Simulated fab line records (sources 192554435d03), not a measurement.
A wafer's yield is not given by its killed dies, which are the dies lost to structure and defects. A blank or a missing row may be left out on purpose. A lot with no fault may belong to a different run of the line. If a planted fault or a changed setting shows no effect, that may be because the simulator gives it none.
Which tool did it?	flow n5_finfet	24 lots with 72 wafers sampled at 6 steps, on a route of 1938 steps

WHAT THE GAUGES READ, wafer by wafer
N5_PMOS_HMC_CHANNEL_EPI_THK_MEAS_22.
lot	measured	on	HMC_CMP_THK (nm)
L074	day 1 20:53	film_metro-02	55.1 54.4 54.3
L075	day 2 01:58	film_metro-02	53.3 54.8 53.4
L076	day 2 07:57	film_metro-01	54.1 54.3 54.7
L077	day 2 13:24	film_metro-01	54.6 55.3 54.6
L078	day 2 19:40	film_metro-01	54.4 55.0 53.7
L079	day 3 01:49	film_metro-02	53.7 54.1 53.9
L080	day 3 08:11	film_metro-02	54.2 54.2 54.2
L081	day 3 13:55	film_metro-02	54.8 54.2 54.0
L082	day 3 19:48	film_metro-02	53.3 55.0 54.0
L083	day 4 02:13	film_metro-02	55.3 53.8 54.1
L084	day 4 08:31	film_metro-02	54.2 54.6 54.2
L085	day 4 13:37	film_metro-02	54.5 54.2 55.0
L086	day 4 19:44	film_metro-01	53.9 53.4 53.5
L087	day 5 01:36	film_metro-02	53.9 54.4 53.4
L088	day 5 07:30	film_metro-02	55.5 54.4 54.8
L089	day 5 13:38	film_metro-01	55.0 53.7 54.4
L090	day 5 19:56	film_metro-01	54.2 53.0 53.1
L091	day 6 02:52	film_metro-01	54.5 54.9 54.4
L092	day 6 09:34	film_metro-01	54.3 54.0 54.7
L093	day 6 16:49	film_metro-02	54.7 54.4 54.2
L094	day 6 19:30	film_metro-02	54.8 54.4 54.7
L095	day 7 02:16	film_metro-01	55.5 54.8 54.3
L096	day 7 08:10	film_metro-01	55.1 54.3 54.8
L097	day 7 14:01	film_metro-02	54.3 53.7 55.3

N5_PMOS_HMC_CHANNEL_EPI_INSPECT_30: inspects for defects (darkfield).
lot	measured	on	raw_defect_count
L074	day 1 21:22	defect_inspect-01	30 13 5
L075	day 2 02:26	defect_inspect-01	23 10 20
L076	day 2 08:26	defect_inspect-02	20 32 26
L077	day 2 13:53	defect_inspect-01	9 17 17
L078	day 2 20:10	defect_inspect-01	16 23 21
L079	day 3 02:18	defect_inspect-02	15 13 15
L080	day 3 08:40	defect_inspect-01	19 33 28
L081	day 3 14:23	defect_inspect-01	17 10 13
L082	day 3 20:17	defect_inspect-02	16 39 6
L083	day 4 02:41	defect_inspect-02	21 13 22
L084	day 4 09:00	defect_inspect-01	19 22 17
L085	day 4 14:06	defect_inspect-01	15 21 12
L086	day 4 20:13	defect_inspect-02	32 24 36
L087	day 5 02:05	defect_inspect-02	24 16 18
L088	day 5 07:59	defect_inspect-02	26 12 12
L089	day 5 14:07	defect_inspect-01	15 20 12
L090	day 5 20:25	defect_inspect-01	21 21 26
L091	day 6 03:27	defect_inspect-01	6 15 8
L092	day 6 10:03	defect_inspect-01	14 16 20
L093	day 6 17:17	defect_inspect-02	7 14 10
L094	day 6 19:59	defect_inspect-01	21 28 23
L095	day 7 02:44	defect_inspect-02	18 14 14
L096	day 7 08:40	defect_inspect-01	15 12 9
L097	day 7 14:39	defect_inspect-02	17 23 10

N5_FIN_SAQP_OVL_MEAS_17.
lot	measured	on	FIN_CORE_OVL (nm)
L074	day 1 23:02	overlay-01	1.1 1.5 0.2
L075	day 2 03:48	overlay-01	0.1 0.6 -0.4
L076	day 2 09:47	overlay-01	-0.4 -0.6 -1.3
L077	day 2 15:18	overlay-01	0.4 0.4 0.1
L078	day 2 21:55	overlay-02	0.1 -0.4 0.7
L079	day 3 03:32	overlay-02	-0.9 -0.2 -0.9
L080	day 3 10:04	overlay-01	-0.7 -1.0 -0.9
L081	day 3 15:49	overlay-02	-0.7 -0.1 -1.7
L082	day 3 22:49	overlay-01	0.6 -1.4 0.2
L083	day 4 04:20	overlay-02	-0.5 -1.3 -0.8
L084	day 4 10:31	overlay-01	0.0 0.2 0.8
L085	day 4 15:57	overlay-02	1.6 0.8 0.4
L086	day 4 21:39	overlay-02	0.1 -0.2 -0.9
L087	day 5 04:57	overlay-01	-1.2 -1.3 -1.0
L088	day 5 09:20	overlay-01	-0.4 -0.2 -0.9
L089	day 5 15:22	overlay-01	-1.3 -0.2 -1.6
L090	day 5 21:40	overlay-01	0.8 0.6 0.2
L091	day 6 04:49	overlay-01	-0.9 -0.1 -1.0
L092	day 6 11:24	overlay-01	-0.8 -0.2 -1.1
L093	day 6 18:41	overlay-02	-1.6 -1.4 -1.0
L094	day 6 21:20	overlay-01	-0.1 0.9 0.3
L095	day 7 04:41	overlay-01	-0.8 -0.2 -1.0
L096	day 7 10:03	overlay-02	-0.2 0.7 -0.3
L097	day 7 16:08	overlay-01	-0.1 -0.8 0.3

WHICH TOOL RAN EACH LOT (tool, then ch and the chambers of the sampled wafers, then the start)
lot	N5_PMOS_HMC_CHANNEL_EPI_EPI_26	N5_FIN_SAQP_ALD_61	N5_FIN_SAQP_HM_DEP_72
L074	epi_rpcvd-03 ch 0, day 1 20:59	ald_sin-02 ch 0,1,2, day 1 21:41	pecvd-01 ch 0,2, day 1 22:33
L075	epi_rpcvd-02 ch 0, day 2 02:04	ald_sin-03 ch 0,3, day 2 02:34	pecvd-04 ch 0,2, day 2 03:19
L076	epi_rpcvd-03 ch 0, day 2 08:04	ald_sin-03 ch 0,1,2, day 2 08:33	pecvd-04 ch 0,1, day 2 09:18
L077	epi_rpcvd-04 ch 0, day 2 13:34	ald_sin-02 ch 1,2,3, day 2 14:01	pecvd-02 ch 0,1,2, day 2 14:49
L078	epi_rpcvd-03 ch 0, day 2 19:47	ald_sin-04 ch 1,2,3, day 2 20:17	pecvd-02 ch 1,2, day 2 21:23
L079	epi_rpcvd-04 ch 0, day 3 01:56	ald_sin-02 ch 1,2,3, day 3 02:25	pecvd-04 ch 0,1,2, day 3 03:10
L080	epi_rpcvd-04 ch 0, day 3 08:24	ald_sin-02 ch 0,1,2, day 3 08:47	pecvd-01 ch 0,1,2, day 3 09:35
L081	epi_rpcvd-03 ch 0, day 3 14:04	ald_sin-04 ch 2,3, day 3 14:31	pecvd-02 ch 1,2, day 3 15:19
L082	epi_rpcvd-02 ch 0, day 3 19:58	ald_sin-03 ch 0,3, day 3 21:31	pecvd-02 ch 1,2, day 3 22:17
L083	epi_rpcvd-03 ch 0, day 4 02:19	ald_sin-04 ch 1,2,3, day 4 02:52	pecvd-01 ch 0,1,2, day 4 03:51
L084	epi_rpcvd-04 ch 0, day 4 08:38	ald_sin-04 ch 0,3, day 4 09:23	pecvd-02 ch 0,1,2, day 4 10:09
L085	epi_rpcvd-04 ch 0, day 4 13:49	ald_sin-04 ch 1,2,3, day 4 14:50	pecvd-01 ch 1,2, day 4 15:35
L086	epi_rpcvd-02 ch 0, day 4 19:51	ald_sin-04 ch 1,2, day 4 20:21	pecvd-01 ch 1,2, day 4 21:10
L087	epi_rpcvd-03 ch 0, day 5 01:43	ald_sin-02 ch 0,2,3, day 5 03:50	pecvd-04 ch 0,1,2, day 5 04:35
L088	epi_rpcvd-02 ch 0, day 5 07:40	ald_sin-02 ch 0,1,3, day 5 08:06	pecvd-02 ch 0,1, day 5 08:51
L089	epi_rpcvd-04 ch 0, day 5 13:47	ald_sin-02 ch 1,3, day 5 14:14	pecvd-04 ch 0,2, day 5 15:00
L090	epi_rpcvd-03 ch 0, day 5 20:06	ald_sin-04 ch 1,2,3, day 5 20:33	pecvd-01 ch 1,2, day 5 21:18
L091	epi_rpcvd-04 ch 0, day 6 03:02	ald_sin-02 ch 0,2, day 6 03:34	pecvd-04 ch 0,2, day 6 04:19
L092	epi_rpcvd-03 ch 0, day 6 09:41	ald_sin-02 ch 0,1, day 6 10:10	pecvd-04 ch 0,1, day 6 11:01
L093	epi_rpcvd-04 ch 0, day 6 16:55	ald_sin-02 ch 0,1,3, day 6 17:25	pecvd-04 ch 0,1,2, day 6 18:13
L094	epi_rpcvd-04 ch 0, day 6 19:37	ald_sin-04 ch 0,2,3, day 6 20:07	pecvd-01 ch 1,2, day 6 20:51
L095	epi_rpcvd-04 ch 0, day 7 02:25	ald_sin-04 ch 1,2,3, day 7 03:21	pecvd-04 ch 0,1,2, day 7 04:12
L096	epi_rpcvd-03 ch 0, day 7 08:20	ald_sin-02 ch 1,3, day 7 08:47	pecvd-04 ch 0,1, day 7 09:34
L097	epi_rpcvd-04 ch 0, day 7 14:11	ald_sin-04 ch 0,2,3, day 7 14:46	pecvd-04 ch 0,1, day 7 15:37
- N5_PMOS_HMC_CHANNEL_EPI_EPI_26: deposits Si from SiH4/H2, target thk 3.8 nm, time 22.7 s.
- N5_FIN_SAQP_ALD_61: deposits SiO2, target thk 4 nm, pulse time 1 s, purge time 2 s.
- N5_FIN_SAQP_HM_DEP_72: deposits SiO2 from SiH4/N2O, target thk 12 nm, time 7.2 s.

WHAT THE TOOLS THEMSELVES READ (means of the sampled wafers that have a number; where no wafer has one, the mark that the record gives instead)
N5_PMOS_HMC_CHANNEL_EPI_EPI_26.
lot	tool	throttle_valve_pct (%)
L074	epi_rpcvd-03	10.98
L075	epi_rpcvd-02	11.37
L076	epi_rpcvd-03	11.20
L077	epi_rpcvd-04	11.05
L078	epi_rpcvd-03	11.11
L079	epi_rpcvd-04	10.98
L080	epi_rpcvd-04	10.96
L081	epi_rpcvd-03	11.15
L082	epi_rpcvd-02	11.30
L083	epi_rpcvd-03	11.21
L084	epi_rpcvd-04	10.95
L085	epi_rpcvd-04	11.06
L086	epi_rpcvd-02	11.42
L087	epi_rpcvd-03	11.14
L088	epi_rpcvd-02	11.37
L089	epi_rpcvd-04	11.10
L090	epi_rpcvd-03	11.25
L091	epi_rpcvd-04	11.07
L092	epi_rpcvd-03	11.19
L093	epi_rpcvd-04	10.90
L094	epi_rpcvd-04	10.88
L095	epi_rpcvd-04	10.98
L096	epi_rpcvd-03	11.20
L097	epi_rpcvd-04	10.85

N5_FIN_SAQP_ALD_61.
lot	tool	heater_power_w (W)	precursor_pulse_height_rel
L074	ald_sin-02	553	1.003
L075	ald_sin-03	580	1.019
L076	ald_sin-03	499	1.019
L077	ald_sin-02	517	0.984
L078	ald_sin-04	438	1.002
L079	ald_sin-02	516	1.003
L080	ald_sin-02	549	0.994
L081	ald_sin-04	488	1.005
L082	ald_sin-03	581	0.996
L083	ald_sin-04	432	0.971
L084	ald_sin-04	513	1.001
L085	ald_sin-04	439	0.997
L086	ald_sin-04	390	0.993
L087	ald_sin-02	497	1.017
L088	ald_sin-02	514	0.999
L089	ald_sin-02	533	0.982
L090	ald_sin-04	435	1.019
L091	ald_sin-02	523	0.996
L092	ald_sin-02	572	1.021
L093	ald_sin-02	514	0.992
L094	ald_sin-04	478	1.000
L095	ald_sin-04	435	0.989
L096	ald_sin-02	542	1.002
L097	ald_sin-04	477	1.007

N5_FIN_SAQP_HM_DEP_72.
lot	tool	heater_power_w (W)	showerhead_plenum_p_Torr (Torr)
L074	pecvd-01	683	8.19
L075	pecvd-04	772	8.12
L076	pecvd-04	703	8.07
L077	pecvd-02	806	8.07
L078	pecvd-02	876	8.11
L079	pecvd-04	805	8.08
L080	pecvd-01	671	8.14
L081	pecvd-02	821	8.24
L082	pecvd-02	776	8.23
L083	pecvd-01	690	8.14
L084	pecvd-02	796	8.08
L085	pecvd-01	698	8.10
L086	pecvd-01	719	8.10
L087	pecvd-04	797	8.08
L088	pecvd-02	826	8.05
L089	pecvd-04	803	8.12
L090	pecvd-01	669	8.16
L091	pecvd-04	789	8.11
L092	pecvd-04	695	8.03
L093	pecvd-04	811	8.07
L094	pecvd-01	665	8.16
L095	pecvd-04	804	8.06
L096	pecvd-04	768	8.03
L097	pecvd-04	741	8.07

THE ANSWER, worked out from the rows above alone
Rule: the usual values come from the lots themselves. Put in order of their means at a reading, lots are off if they are a third of the lots or fewer, leave a main group of 4 or more, and stand apart from it by a gap of 3 or more times the standard deviation of the main group's means; of several such gaps the widest counts. The tables above print the reading to a certain number of digits; a main group whose means all agree to those digits is not used. Also off: a lot with no number at a reading for which 4 or more lots have one. The other lots that the step has rows for count as sound. After the gauges, taken in route order, come the tools' own readings; for these a lot's mean is taken, as printed above. The first step at which some lot is off is used, and at that step the reading that is off furthest; a lot without a number counts as furthest.
None of the lots is off at any reading shown; this tells nothing.

WHAT WAS PUT IN BY THE SIMULATOR
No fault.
